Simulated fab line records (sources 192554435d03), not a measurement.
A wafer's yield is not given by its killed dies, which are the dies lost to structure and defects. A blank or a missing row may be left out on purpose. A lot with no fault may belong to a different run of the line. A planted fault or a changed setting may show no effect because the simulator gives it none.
fab line records	flow n5-finfet
record: lots: 11	wafers: 29	last-day: 17
route steps=1938 shown BEOL_M1@838 BEOL_M2@843 BEOL_M4@1111
lots that met no fault: from a run of the same line without faults
start-h: start of the lot's first displayed wafer, in hours after the record's first day	wait-h: hours since the lot's step before	" repeats the value in the row above	L1.1+2: a single row standing in for several wafers	- no value present, or no start provided	* or withheld: withheld	< > ~ a bound
route shown NAME@n: names a module that has steps shown in the file, with the first one's number in the route	usual: mean/standard deviation of fault-free wafers	same: alike in all rows	chamber/n: place in a boat	sites: each site's reading	_std_site: the standard deviation of these	_edge_site: inner sites' mean taken away from outer sites' mean	radius-mm: how far each site lies from the wafer's centre	mask NAME#n: copy n	behind: the most recent tool/chamber to have shaped the wafer	hold: reason for holding the lot/hours on hold/outcome of the hold	device: the transistor (n, p or np) that didn't switch	end of line: tests run on the same wafers once the route is complete	a step without rows: its recipe alone	killed: dies lost to structure and defects at the first sort, not the wafer's yield	map: dies across one wafer; x = killed, . = not, _ = none there
set.NAME: setting as actually run; set.NAME@STEP: the setting as run at that earlier step	model.NAME: the simulator's own value behind a step, which no gauge read
a sample of lots followed through the steps of the route, with each step as a table and each wafer as a row
services: when a tool's chamber went out of use (start-h, in hours from the record's first day, below 0 if earlier), for how many hours, and the reason
== steps ==
step: N5_BEOL_M1_DEP_57
recipe: material: SiCN	target-thk-a: 80	temp-c: withheld	precursor: 3MS/NH3	pressure-torr: 3	rf-w: 202	time-s: 14
usual: chamber-pressure-Torr: 2.999/0.0058	showerhead-plenum-p-Torr: 3.669/0.015	throttle-valve-pct: 9.3/0.46
lot.wafer	tool	chamber	start-h	wait-h	chamber-pressure-Torr	showerhead-plenum-p-Torr	since-wet-clean-h	throttle-valve-pct
L906.2	pecvd-01	2	133.44	0.0	3.003	3.687	446	8.8
L906.3	"	1	"	"	2.994	3.683	1925	10.1
L906.6	"	0	"	"	3.004	3.653	-	9.7
L911.2	pecvd-04	2	165.23	0.0	3.007	3.687	296	8.4
L911.3	"	0	"	"	3.000	3.664	1050	9.7
L911.4	"	0	"	"	3.003	3.659	-	9.4
L915.1	pecvd-02	1	181.12	0.0	3.001	3.674	1610	9.6
L915.2	"	2	"	"	3.000	3.676	125	9.1
L915.5	"	1	"	"	3.002	3.675	-	9.6
L916.1	pecvd-02	0	192.54	0.0	3.001	3.687	896	8.9
L916.3	"	1	"	"	2.999	3.677	1621	9.2
L916.5	"	2	"	"	3.005	3.673	-	9.0
L918.4	pecvd-04	1	212.80	0.0	2.997	3.636	-	9.1
L918.5	"	0	"	"	2.997	3.664	-	9.3
L919.1	pecvd-04	0	218.48	0.0	2.994	3.659	1104	9.5
L919.5	"	1	"	"	3.007	3.644	-	8.9
L921.2	pecvd-04	1	220.36	0.0	2.993	3.645	1830	9.1
L921.5	"	0	"	"	2.991	3.659	-	9.4
L922.4	pecvd-04	1	224.00	0.0	3.001	3.642	-	9.0
L922.6	"	0	"	"	2.990	3.662	-	9.5
L923.1	pecvd-01	2	226.59	0.0	2.997	3.674	539	8.9
L923.2	"	1	"	"	2.999	3.681	2018	10.1
L923.4	"	0	"	"	2.983	3.654	-	9.4
L925.4	pecvd-02	2	240.20	0.0	3.004	3.675	-	9.2
L925.5	"	1	"	"	2.994	3.669	-	9.6
L925.6	"	2	"	"	3.009	3.672	-	9.1
L927.1	pecvd-01	1	257.46	0.0	3.000	3.677	2049	10.2
L927.3	"	2	"	"	3.001	3.669	570	8.9
L927.6	"	0	"	"	3.010	3.644	-	9.6
step: N5_BEOL_M2_PECVD_72
recipe: material: SiO2	target-thk-a: 160	temp-c: 400	precursor: TEOS/O2	pressure-torr: 5.5	rf-w: 450	teos-flow-sccm: 53.8	gas: O2	flow-sccm: 3000	time-s: 18
usual: chamber-pressure-Torr: 5.499/0.012	heater-power-outer-w: 450/74	heater-power-w: 741/120	showerhead-plenum-p-Torr: 8.81/0.055	throttle-valve-pct: 23.1/0.97
lot.wafer	tool	chamber	start-h	wait-h	chamber-pressure-Torr	heater-power-outer-w	heater-power-w	showerhead-plenum-p-Torr	since-wet-clean-h	throttle-valve-pct
L906.2	pecvd-01	0	133.68	0.0	5.498	353	538	8.70	1200	23.2
L906.3	"	2	"	"	5.503	495	728	8.85	446	21.8
L906.6	"	0	"	"	5.511	354	543	8.73	-	23.5
L911.2	pecvd-02	2	165.48	0.0	5.500	407	706	8.84	109	22.7
L911.3	"	1	"	"	5.486	500	854	8.83	1594	23.3
L911.4	"	1	"	"	5.516	499	903	8.85	-	23.4
L915.1	pecvd-02	0	181.35	0.0	5.534	455	771	8.87	885	22.5
L915.2	"	1	"	"	5.483	531	897	8.84	1610	23.6
L915.5	"	0	"	"	5.509	450	761	8.86	-	22.4
L916.1	pecvd-01	0	192.77	0.0	5.499	315	491	8.72	1259	23.5
L916.3	"	0	"	"	5.500	312	489	8.72	-	23.7
L916.5	"	0	"	"	5.505	313	485	8.72	-	23.6
L918.4	pecvd-03	0	213.03	0.1	5.498	547	843	8.83	-	22.2
L918.5	"	0	"	"	5.492	549	806	8.80	-	22.2
L919.1	pecvd-03	0	218.72	0.0	5.488	534	794	8.82	741	22.2
L919.5	"	0	"	"	5.503	537	802	8.80	-	22.1
L921.2	pecvd-03	1	220.60	0.0	5.485	497	833	8.76	1468	23.1
L921.5	"	1	"	"	5.475	485	830	8.76	-	23.2
L922.4	pecvd-01	2	224.26	0.1	5.504	553	779	8.84	-	22.0
L922.6	"	1	"	"	5.498	462	743	8.86	-	25.1
L923.1	pecvd-01	0	226.95	0.0	5.516	325	534	8.74	1293	23.7
L923.2	"	1	"	"	5.508	383	673	8.85	2018	25.0
L923.4	"	2	"	"	5.485	539	789	8.86	-	22.1
L925.4	pecvd-02	2	240.45	0.1	5.511	329	579	8.83	-	22.9
L925.5	"	2	"	"	5.487	327	605	8.85	-	22.4
L925.6	"	1	"	"	5.480	478	789	8.86	-	23.6
L927.1	pecvd-01	2	257.69	0.0	5.520	537	784	8.86	570	22.4
L927.3	"	0	"	"	5.513	334	507	8.72	1324	23.6
L927.6	"	2	"	"	5.496	559	789	8.84	-	22.1
step: N5_BEOL_M2_COAT_73
recipe: resist: underlayer	temp-c: 205	time-s: 60	spin-rpm: 1500	resist-thk-nm: 5
usual: heater-power-total-W: 391.5/1.3	plate-temp-C: 204.98/0.14
lot.wafer	tool	chamber	start-h	wait-h	heater-power-total-W	plate-temp-C
L906.2	litho-track-02	0	134.18	-	392.6	204.95
L906.3	"	0	"	"	390.2	205.32
L906.6	"	0	"	"	392.1	205.11
L911.2	litho-track-02	0	165.72	-	389.9	204.52
L911.3	"	0	"	"	390.9	204.87
L911.4	"	0	"	"	391.4	204.67
L915.1	litho-track-04	0	181.73	-	392.4	205.12
L915.2	"	0	"	"	390.5	205.04
L915.5	"	0	"	"	391.2	204.93
L916.1	litho-track-04	0	194.14	-	391.9	204.91
L916.3	"	0	"	"	391.1	204.69
L916.5	"	0	"	"	389.5	204.75
L918.4	litho-track-02	0	214.69	-	390.2	204.90
L918.5	"	0	"	"	390.8	204.99
L919.1	litho-track-05	0	219.95	-	389.6	204.96
L919.5	"	0	"	"	391.1	205.24
L921.2	litho-track-04	0	223.27	-	392.3	204.93
L921.5	"	0	"	"	393.9	204.91
L922.4	litho-track-04	0	226.23	-	390.3	205.04
L922.6	"	0	"	"	393.0	205.05
L923.1	litho-track-04	0	227.60	-	391.8	204.96
L923.2	"	0	"	"	393.6	204.93
L923.4	"	0	"	"	394.0	205.16
L925.4	litho-track-04	0	241.57	-	423.8	217.69
L925.5	"	0	"	"	420.7	217.91
L925.6	"	0	"	"	424.3	217.73
L927.1	litho-track-04	0	258.04	-	418.7	217.73
L927.3	"	0	"	"	422.0	217.46
L927.6	"	0	"	"	424.7	217.66
step: N5_BEOL_M2_INSPECT_13
recipe: mode: adi	inspect-instrument: brightfield
usual: raw-defect-count: 429/110
lot.wafer	tool	chamber	start-h	wait-h	raw-defect-count
L906.2	defect-inspect-02	-	134.54	0.0	281
L906.3	"	-	"	"	437
L906.6	"	-	"	"	346
L911.2	defect-inspect-02	-	166.19	0.0	590
L911.3	"	-	"	"	582
L911.4	"	-	"	"	400
L915.1	defect-inspect-02	-	182.20	0.1	448
L915.2	"	-	"	"	439
L915.5	"	-	"	"	594
L916.1	defect-inspect-02	-	194.49	0.1	464
L916.3	"	-	"	"	443
L916.5	"	-	"	"	552
L918.4	defect-inspect-02	-	215.18	0.0	533
L918.5	"	-	"	"	413
L919.1	defect-inspect-02	-	220.30	0.1	466
L919.5	"	-	"	"	608
L921.2	defect-inspect-02	-	223.74	0.0	351
L921.5	"	-	"	"	354
L922.4	defect-inspect-02	-	226.71	0.0	269
L922.6	"	-	"	"	362
L923.1	defect-inspect-01	-	227.95	0.1	311
L923.2	"	-	"	"	367
L923.4	"	-	"	"	290
L925.4	defect-inspect-02	-	241.92	0.0	245
L925.5	"	-	"	"	435
L925.6	"	-	"	"	382
L927.1	defect-inspect-01	-	258.53	0.1	386
L927.3	"	-	"	"	431
L927.6	"	-	"	"	434
step: N5_BEOL_M4_RC_MEAS_101
usual: DIBL_N: 36.3/1.7	DIBL_P: 36.0/1.9	IOFF_N: 0.156/0.028	IOFF_P: 0.21/0.036	ION_N: 675/11	ION_P: 463/7.8	SS_N: 71.6/0.59	SS_P: 73.2/0.63	VT_N: 250/3.1	VT_P: -251/3.4
lot.wafer	tool	chamber	start-h	wait-h	DIBL_N[mV/V]	DIBL_P[mV/V]	IOFF_N[nA/um]	IOFF_P[nA/um]	ION_N[uA/um]	ION_P[uA/um]	SS_N[mV/dec]	SS_P[mV/dec]	VT_N[mV]	VT_P[mV]
L906.2	prober-02	0	161.97	0.9	32.5	34.3	0.114	0.16	661	455	71.2	72.2	252	-255
L906.3	"	0	"	"	34.3	35.3	0.124	0.17	671	459	71.5	72.8	251	-252
L906.6	"	0	"	"	35.5	36.1	0.148	0.19	671	457	72.2	73.0	248	-252
L911.2	prober-02	0	193.92	0.2	34.2	33.5	0.128	0.19	673	464	71.0	72.3	250	-252
L911.3	"	0	"	"	35.6	35.0	0.146	0.22	661	457	71.8	72.8	252	-249
L911.4	"	0	"	"	36.1	34.7	0.155	0.21	667	461	71.4	72.6	251	-248
L915.1	prober-02	0	209.78	0.0	37.3	36.2	0.177	0.23	682	471	70.9	73.5	246	-246
L915.2	"	0	"	"	36.5	35.0	0.164	0.20	685	467	71.9	72.8	246	-251
L915.5	"	0	"	"	36.4	34.8	0.154	0.20	675	465	71.1	73.7	248	-251
L916.1	prober-02	0	227.23	0.0	32.8	32.7	0.098	0.14	642	443	70.1	72.1	258	-257
L916.3	"	0	"	"	35.2	34.5	0.137	0.15	668	450	71.6	71.6	250	-257
L916.5	"	0	"	"	35.2	36.2	0.135	0.18	683	463	70.9	72.6	252	-253
L918.4	prober-02	0	245.42	0.5	34.0	32.4	0.127	0.17	656	457	70.6	72.5	253	-252
L918.5	"	0	"	"	34.4	34.6	0.136	0.20	670	470	71.2	73.0	252	-252
L919.1	prober-02	0	250.83	0.0	36.5	35.3	0.171	0.25	693	481	72.3	73.4	246	-245
L919.5	"	0	"	"	37.8	36.9	0.193	0.27	691	480	72.7	74.0	246	-246
L921.2	prober-01	0	253.39	0.2	34.1	36.0	0.121	0.21	667	466	70.9	73.4	255	-247
L921.5	"	0	"	"	37.0	38.6	0.166	0.26	679	474	72.2	74.2	252	-245
L922.4	prober-01	0	255.93	0.5	40.2	41.1	0.209	0.23	693	466	72.1	74.6	249	-250
L922.6	"	0	"	"	36.7	37.4	0.144	0.17	678	462	70.8	72.9	253	-254
L923.1	prober-02	0	261.07	0.0	34.7	35.2	0.133	0.18	671	453	71.5	73.1	253	-251
L923.2	"	0	"	"	34.9	35.9	0.141	0.19	669	463	71.5	73.3	252	-254
L923.4	"	0	"	"	35.6	35.2	0.151	0.18	667	458	71.8	73.2	254	-253
L925.4	prober-02	0	280.73	0.5	34.3	33.0	0.118	0.17	655	451	70.8	72.6	254	-255
L925.5	"	0	"	"	35.0	33.9	0.126	0.17	660	457	71.0	72.8	254	-253
L925.6	"	0	"	"	38.6	39.0	0.200	0.26	683	467	71.6	74.1	245	-248
L927.1	prober-01	0	298.73	0.0	36.7	35.2	0.144	0.20	683	471	71.3	73.2	250	-248
L927.3	"	0	"	"	34.6	33.2	0.118	0.18	669	463	70.9	72.8	254	-251
L927.6	"	0	"	"	36.0	34.7	0.136	0.20	680	471	71.5	72.8	252	-249
== services ==
tool	chamber	start-h	hours	kind
pecvd-01	-	160.34	2.7	repair
pecvd-04	-	169.48	6.0	pm
pecvd-02	-	181.92	2.8	pm
pecvd-01	2	184.32	17.0	repair
pecvd-03	2	202.56	-	clean
pecvd-03	2	202.56	-	consumable-replace:showerhead
pecvd-03	2	202.56	29.0	scheduled-down
pecvd-03	2	202.56	29.0	vent-cycle
pecvd-02	1	202.94	2.1	scheduled-down
pecvd-02	-	207.67	14.6	pm
pecvd-03	0	209.72	2.1	scheduled-down
pecvd-03	-	231.62	0.9	repair
pecvd-02	0	234.62	16.0	repair
== key ==
first-sign: step: N5_BEOL_M2_COAT_73	reading: plate-temp-C	direction: up	sigmas: 88	usual: *	struck: *
effect: step: N5_BEOL_M2_COAT_73	reading: heater-power-total-W	direction: up	sigmas: 24	usual: *	struck: *
met-at N5_BEOL_M2_COAT_73
struck-lots L925,L927
not-acting-at N5_BEOL_M1_DEP_57,N5_BEOL_M2_PECVD_72,N5_BEOL_M2_INSPECT_13
onset-between 227.60 241.57
fault: kind: process-parameter-drift	tool: litho-track-04	chamber: -	onset-h: 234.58	steps: N5_BEOL_M2_COAT_73	channel: temp-c	offset: *	shape: step	end-h: 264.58	acts-in: *	stated: *
